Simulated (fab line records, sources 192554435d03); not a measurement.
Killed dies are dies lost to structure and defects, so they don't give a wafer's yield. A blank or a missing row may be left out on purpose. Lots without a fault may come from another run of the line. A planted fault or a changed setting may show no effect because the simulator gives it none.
Chamber matching | flow n5_finfet | N5_HKMG_FIN_ETCH_32 on rie_diel-05: 4 sister chambers
The step etches SOC in N2/H2, target depth 240 nm, time 300 s. 8 wafers are shown with their chamber, then 12 later ones without.

WAFERS WITH THEIR CHAMBER
wafer  | chamber | showerhead_plenum_p_Torr (Torr) | throttle_valve_pct (%)
L079.6 | 2       | 2.63                            | 17.33
L083.2 | 1       | 2.51                            | 18.21
L083.6 | 0       | 2.72                            | 17.77
L086.1 | 1       | 2.51                            | 18.22
L086.3 | 2       | 2.63                            | 17.36
L088.1 | 3       | 2.50                            | 17.56
L088.4 | 0       | 2.71                            | 17.79
L088.5 | 3       | 2.50                            | 17.58

WAFERS WITHOUT THEIR CHAMBER
wafer  | showerhead_plenum_p_Torr (Torr) | throttle_valve_pct (%)
L091.1 | 2.62                            | 17.38
L091.2 | 2.50                            | 17.58
L091.3 | 2.71                            | 17.79
L091.4 | 2.71                            | 17.81
L091.5 | 2.50                            | 17.58
L091.6 | 2.62                            | 17.39
L095.1 | 2.50                            | 17.60
L095.2 | 2.51                            | 17.80
L095.3 | 2.62                            | 17.40
L095.4 | 2.70                            | 17.84
L095.5 | 2.62                            | 17.40
L095.6 | 2.50                            | 17.59

WHICH CHAMBER EACH WENT THROUGH
wafer  | from the rows above | in truth
L091.1 | 2                   | 2
L091.2 | 3                   | 3
L091.3 | 0                   | 0
L091.4 | 0                   | 0
L091.5 | 3                   | 3
L091.6 | 2                   | 2
L095.1 | 3                   | 3
L095.2 | 3                   | 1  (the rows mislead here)
L095.3 | 2                   | 2
L095.4 | 0                   | 0
L095.5 | 2                   | 2
L095.6 | 3                   | 3
Placed correctly: 11 of 12. Can't be placed from these rows: 0. Placed wrongly: 1.
How it was worked out, from the rows above alone: a wafer's distance from a chamber is the root of the sum, over the readings, of the square of ((its reading less the chamber's mean) divided by the reading's scatter). The wafer belongs to the nearest chamber; if the next one is less than 2 further off, it can't be placed. A chamber's mean is the mean of its shown wafers. The scatter: the root of (the sum of the squares of (reading less its chamber's mean) over the shown wafers, divided by (wafers less chambers)).
